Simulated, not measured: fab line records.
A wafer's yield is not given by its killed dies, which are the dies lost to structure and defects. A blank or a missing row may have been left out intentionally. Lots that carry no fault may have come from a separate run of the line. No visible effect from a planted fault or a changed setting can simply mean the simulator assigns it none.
Chamber matching ; flow nand-harc ; NHARC_A_SGD_CUT_DEP_00 on pecvd-03: 3 sister chambers
The step deposits SiNx, target thk 50 nm. 20 wafers are shown with their chamber, then 10 later ones without.

WAFERS WITH THEIR CHAMBER
wafer;chamber;heater-power-w (W)
L076.1;0;705
L076.4;2;751
L076.6;0;691
L077.1;2;881
L077.3;0;776
L077.6;0;597
L081.2;2;845
L081.3;1;817
L081.4;2;844
L083.1;2;859
L083.2;1;812
L083.3;0;741
L083.4;1;793
L083.5;2;849
L083.6;0;724
L087.4;1;754
L087.5;2;770
L087.6;0;760
L088.1;0;611
L088.2;2;833

SIGNATURES (means of the wafers above)
reading;chamber 0;chamber 1;chamber 2;scatter within a chamber
heater-power-w;700.62;794.00;829.00;52.5
Rule: a wafer's distance from a chamber is the root of the sum, over the readings, of the square of ((its reading less the chamber's mean) divided by the reading's scatter). If the next closest chamber is less than 2 further off than the closest, the wafer can't be placed; otherwise it belongs to the closest. The scatter: the root of (the sum of the squares of (reading less its chamber's mean) over the shown wafers, divided by (wafers less chambers)).

WAFERS WITH NO CHAMBER GIVEN
wafer;heater-power-w (W)
L088.4;634
L090.2;722
L090.5;748
L090.6;704
L095.1;749
L095.2;798
L095.4;843
L097.1;847
L097.2;795
L097.5;746

CHAMBER TAKEN BY EACH
wafer;from the rows above;in truth
L088.4;can't be placed: 0 or 1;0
L090.2;can't be placed: 0 or 1 or 2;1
L090.5;can't be placed: 1 or 0 or 2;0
L090.6;can't be placed: 0 or 1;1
L095.1;can't be placed: 1 or 0 or 2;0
L095.2;can't be placed: 1 or 2 or 0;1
L095.4;can't be placed: 2 or 1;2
L097.1;can't be placed: 2 or 1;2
L097.2;can't be placed: 1 or 2 or 0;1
L097.5;can't be placed: 0 or 1 or 2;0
0 of 10 placed correctly. Not placeable from these rows: 10 (in 10, the candidates include the true chamber). Placed wrongly: 0.
